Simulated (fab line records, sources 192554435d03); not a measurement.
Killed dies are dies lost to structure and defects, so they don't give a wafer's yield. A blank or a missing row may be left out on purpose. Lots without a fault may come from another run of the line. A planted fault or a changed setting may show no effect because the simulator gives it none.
Which tool did it? | flow n5_finfet | 8 lots, 24 wafers sampled, at 6 steps of a route of 1938

WHAT THE GAUGES READ, wafer by wafer
N5_BEOL_M4_RC_MEAS_101.
lot  | measured     | on        | DIBL_N (mV/V)  | DIBL_P (mV/V)  | IOFF_N (nA/um)    | IOFF_P (nA/um)    | ION_N (uA/um) | ION_P (uA/um) | SS_N (mV/dec)  | SS_P (mV/dec)  | VT_N (mV)         | VT_P (mV)
L231 | day 8 05:42  | prober-02 | 36.4 37.6 36.8 | 35.9 36.8 35.5 | 0.157 0.184 0.168 | 0.212 0.222 0.214 | 680 685 683   | 470 468 468   | 70.9 71.6 71.6 | 73.2 73.4 72.8 | 248.7 247.1 247.9 | -249.4 -247.8 -248.2
L234 | day 9 03:29  | prober-01 | 37.1 35.7 36.9 | 37.2 35.8 37.4 | 0.183 0.159 0.177 | 0.225 0.202 0.217 | 700 688 693   | 469 467 467   | 71.8 71.3 71.5 | 73.9 73.1 74.4 | 247.9 246.8 248.6 | -248.5 -252.4 -251.1
L243 | day 11 18:20 | prober-01 | 34.3 34.6 35.2 | 35.4 35.9 36.9 | 0.136 0.147 0.150 | 0.184 0.193 0.198 | 668 677 685   | 454 472 471   | 71.1 70.8 72.1 | 73.6 74.0 73.9 | 251.5 252.0 250.6 | -252.0 -252.7 -252.0
L246 | day 11 22:46 | prober-02 | 34.5 36.7 37.1 | 34.5 37.4 37.9 | 0.114 0.153 0.167 | 0.160 0.189 0.222 | 675 671 683   | 458 455 460   | 70.7 71.2 71.2 | 72.1 73.1 73.3 | 257.0 250.9 250.9 | -254.2 -253.6 -250.4
L245 | day 12 08:04 | prober-02 | 36.4 38.5 36.7 | 35.6 38.1 36.1 | 0.141 0.177 0.150 | 0.203 0.247 0.213 | 683 692 676   | 470 472 467   | 71.8 71.7 72.1 | 73.0 73.6 72.8 | 250.3 246.2 248.3 | -251.5 -246.2 -247.7
L248 | day 13 04:40 | prober-02 | 35.7 36.4 36.1 | 35.6 37.2 36.2 | 0.161 0.173 0.163 | 0.188 0.212 0.193 | 681 675 689   | 458 457 462   | 72.2 71.8 71.4 | 73.8 74.8 73.2 | 249.8 248.5 250.0 | -252.5 -249.4 -252.2
L249 | day 13 07:33 | prober-02 | 36.0 36.4 36.4 | 34.2 33.9 35.0 | 0.153 0.162 0.162 | 0.213 0.216 0.231 | 670 661 665   | 462 457 466   | 71.6 71.6 71.4 | 73.0 71.9 73.6 | 250.2 250.8 250.8 | -250.2 -246.2 -248.0
L251 | day 13 08:16 | prober-01 | 36.9 40.8 38.4 | 36.1 42.2 38.3 | 0.163 0.254 0.188 | 0.192 0.309 0.240 | 676 706 699   | 459 473 472   | 71.7 72.2 71.9 | 73.5 75.0 74.3 | 249.4 244.1 248.1 | -251.9 -243.8 -250.8

N5_BEOL_M8_THK_MEAS_01.
lot  | measured     | on            | M8_ILD_THK (nm)
L231 | day 9 15:05  | film_metro-02 | 153.6 155.2 155.6
L234 | day 10 14:44 | film_metro-02 | 150.7 154.4 154.8
L243 | day 13 01:02 | film_metro-02 | 152.9 153.9 154.4
L246 | day 13 03:40 | film_metro-02 | 152.8 154.6 117.7
L245 | day 13 11:01 | film_metro-01 | 115.0 154.6 115.3
L248 | day 14 15:31 | film_metro-01 | 154.0 156.4 157.6
L249 | day 14 15:02 | film_metro-02 | 155.2 152.3 155.5
L251 | day 14 16:36 | film_metro-02 | 153.8 159.7 157.1

WHICH TOOL RAN EACH LOT (tool, then ch and the chambers of the sampled wafers, then the start)
lot  | N5_BEOL_M7_VIA_ETCH_34             | N5_BEOL_M7_STRIP_80                           | N5_BEOL_M7_ALD_77                   | N5_BEOL_M8_ILD_DEP_00
L231 | rie_diel-01 ch 1,2,3, day 9 10:13  | rie_diel-01 ch 1,2,3, day 9 11:17 or earlier  | ald_metal-04 ch 0,2,3, day 9 11:17  | pecvd-04 ch 1, day 9 14:26
L234 | rie_diel-05 ch 0,3, day 10 09:23   | rie_diel-05 ch 0,3, day 10 11:19 or earlier   | ald_metal-03 ch 0,3, day 10 11:19   | pecvd-02 ch 0,1,2, day 10 14:10
L243 | rie_diel-01 ch 0,2,3, day 12 20:56 | rie_diel-01 ch 0,2,3, day 12 22:47 or earlier | ald_metal-02 ch 0,1,2, day 12 22:47 | pecvd-02 ch 1,2, day 13 00:28
L246 | rie_diel-01 ch 0,1,3, day 13 00:16 | rie_diel-01 ch 0,1,3, day 13 01:08 or earlier | ald_metal-04 ch 0,1,3, day 13 01:08 | pecvd-02 ch 0,1, day 13 03:05
L245 | rie_diel-03 ch 1,2, day 13 07:31   | rie_diel-03 ch 1,2, day 13 08:23 or earlier   | ald_metal-03 ch 0,2,3, day 13 08:23 | pecvd-02 ch 0,1, day 13 10:26
L248 | rie_diel-05 ch 1,3, day 14 10:17   | rie_diel-05 ch 1,3, day 14 13:11 or earlier   | ald_metal-03 ch 1,3, day 14 13:11   | pecvd-04 ch 0,1, day 14 14:56
L249 | rie_diel-05 ch 2,3, day 14 09:50   | rie_diel-05 ch 2,3, day 14 11:02 or earlier   | ald_metal-04 ch 0,1, day 14 11:02   | pecvd-03 ch 0,1,2, day 14 14:28
L251 | rie_diel-03 ch 1,2,3, day 14 13:08 | rie_diel-03 ch 1,2,3, day 14 14:09 or earlier | ald_metal-04 ch 0,2, day 14 14:09   | pecvd-03 ch 0,1,2, day 14 16:01
- N5_BEOL_M7_VIA_ETCH_34: etches SiCOH lowk in C4F6/O2, target depth 125.5 nm, time 50.5 s.
- N5_BEOL_M7_STRIP_80: strips in N2/H2, time 10 s.
- N5_BEOL_M7_ALD_77: deposits TaN, target thk 2 nm, pulse time 2 s, purge time 3 s.
- N5_BEOL_M8_ILD_DEP_00: deposits SiCOH lowk from DEMS/porogen, target thk 179.75 nm, time 33.4 s.

WHAT THE TOOLS THEMSELVES READ (means of the sampled wafers that have a number; where no wafer has one, the mark that the record gives instead)
N5_BEOL_M7_VIA_ETCH_34.
lot  | tool        | bias_w (W) | drypump_motor_current_A (A) | oes_o_777_au (a.u.) | oes_product_au (a.u.) | rf_vpp_V (V) | showerhead_plenum_p_Torr (Torr) | throttle_valve_pct (%)
L231 | rie_diel-01 | 185.1      | 5.5                         | 0.88                | 0.88                  | 671          | 2.85                            | 20.65
L234 | rie_diel-05 | 185.6      | 5.5                         | 0.73                | 0.72                  | 657          | 2.82                            | 21.33
L243 | rie_diel-01 | 184.8      | 5.5                         | 0.83                | 0.82                  | 666          | 2.83                            | 20.70
L246 | rie_diel-01 | 184.9      | 5.5                         | 0.82                | 0.83                  | 668          | 2.87                            | 20.82
L245 | rie_diel-03 | 184.6      | 5.9                         | 0.72                | 0.71                  | 670          | 2.91                            | 20.91
L248 | rie_diel-05 | 186.0      | 5.7                         | 0.75                | 0.73                  | 659          | 2.83                            | 21.35
L249 | rie_diel-05 | 184.9      | 5.1                         | 0.82                | 0.81                  | 652          | 2.87                            | 20.71
L251 | rie_diel-03 | 185.5      | 6.0                         | 0.75                | 0.75                  | 666          | 2.88                            | 20.86

N5_BEOL_M7_STRIP_80.
lot  | tool        | drypump_motor_current_A (A) | oes_product_au (a.u.) | rf_vpp_V (V) | showerhead_plenum_p_Torr (Torr) | throttle_valve_pct (%)
L231 | rie_diel-01 | 5.5                         | 0.89                  | 58.9         | 2.55                            | 23.3
L234 | rie_diel-05 | 5.5                         | 0.72                  | 59.3         | 2.51                            | 23.9
L243 | rie_diel-01 | 5.5                         | 0.81                  | 59.4         | 2.53                            | 23.4
L246 | rie_diel-01 | 5.5                         | 0.81                  | 59.5         | 2.56                            | 23.6
L245 | rie_diel-03 | 5.9                         | 0.71                  | 59.2         | 2.60                            | 23.8
L248 | rie_diel-05 | 5.7                         | 0.74                  | 59.3         | 2.52                            | 24.0
L249 | rie_diel-05 | 5.1                         | 0.80                  | 58.7         | 2.55                            | 23.2
L251 | rie_diel-03 | 5.9                         | 0.74                  | 58.8         | 2.58                            | 23.7

N5_BEOL_M7_ALD_77.
lot  | tool         | heater_power_w (W) | precursor_vessel_pressure_torr (Torr)
L231 | ald_metal-04 | 462                | 26.26
L234 | ald_metal-03 | 408                | 26.23
L243 | ald_metal-02 | 422                | 26.26
L246 | ald_metal-04 | 416                | 26.24
L245 | ald_metal-03 | 414                | 26.21
L248 | ald_metal-03 | 472                | 26.16
L249 | ald_metal-04 | 437                | 26.22
L251 | ald_metal-04 | 482                | 26.20

N5_BEOL_M8_ILD_DEP_00.
lot  | tool     | heater_power_w (W) | showerhead_plenum_p_Torr (Torr) | throttle_valve_pct (%)
L231 | pecvd-04 | 321                | 5.725                           | 14.2
L234 | pecvd-02 | 373                | 5.742                           | 13.8
L243 | pecvd-02 | 374                | 5.751                           | 14.2
L246 | pecvd-02 | 343                | 5.738                           | 13.5
L245 | pecvd-02 | 353                | 5.750                           | 13.6
L248 | pecvd-04 | 356                | 5.734                           | 14.0
L249 | pecvd-03 | 325                | 5.745                           | 14.0
L251 | pecvd-03 | 313                | 5.739                           | 14.0

THE ANSWER, worked out from the rows above alone
Rule: what is usual is taken from the lots themselves. Put in order of their means at a reading, lots are off if they are a third of the lots or fewer, leave a main group of 4 or more, and stand apart from it by a gap of 3 or more times the standard deviation of the main group's means; of several such gaps the widest counts. A main group whose means are all the same, to the digits that the tables above print for the reading, isn't used. A lot without any number at a reading at which 4 lots or more have one is off too. The other lots that the step has rows for count as sound. The gauges are gone through in route order, then the tools' own readings, and for those a lot's mean is taken as printed above. The first step at which some lot is off is used, and at that step the reading that is off furthest; a lot without a number counts as furthest.
Off: L246, L245, at N5_BEOL_M8_THK_MEAS_01 (M8_ILD_THK). The main group: mean 154.8 nm, standard deviation 1.2.
A tool fits if, at a process step before that reading, it ran every lot that is off, and no sound lot after the first of them. The gauges at N5_BEOL_M8_THK_MEAS_01 are tried like those tools. N5_BEOL_M7_STRIP_80 gives no start for some lots, so the hours and the order of its lots are those of N5_BEOL_M7_ALD_77. One fits: pecvd-02 at N5_BEOL_M8_ILD_DEP_00. Its last sound lot is L243 (day 13 00:28), its first lot that is off L246 (day 13 03:05): a fault that began between those two fits.

WHAT THE SIMULATOR HAD PUT IN
Site profile drift: pecvd-02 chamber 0, from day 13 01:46 on, at N5_BEOL_M8_ILD_DEP_00. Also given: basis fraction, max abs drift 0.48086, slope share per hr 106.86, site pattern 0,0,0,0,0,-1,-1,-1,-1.
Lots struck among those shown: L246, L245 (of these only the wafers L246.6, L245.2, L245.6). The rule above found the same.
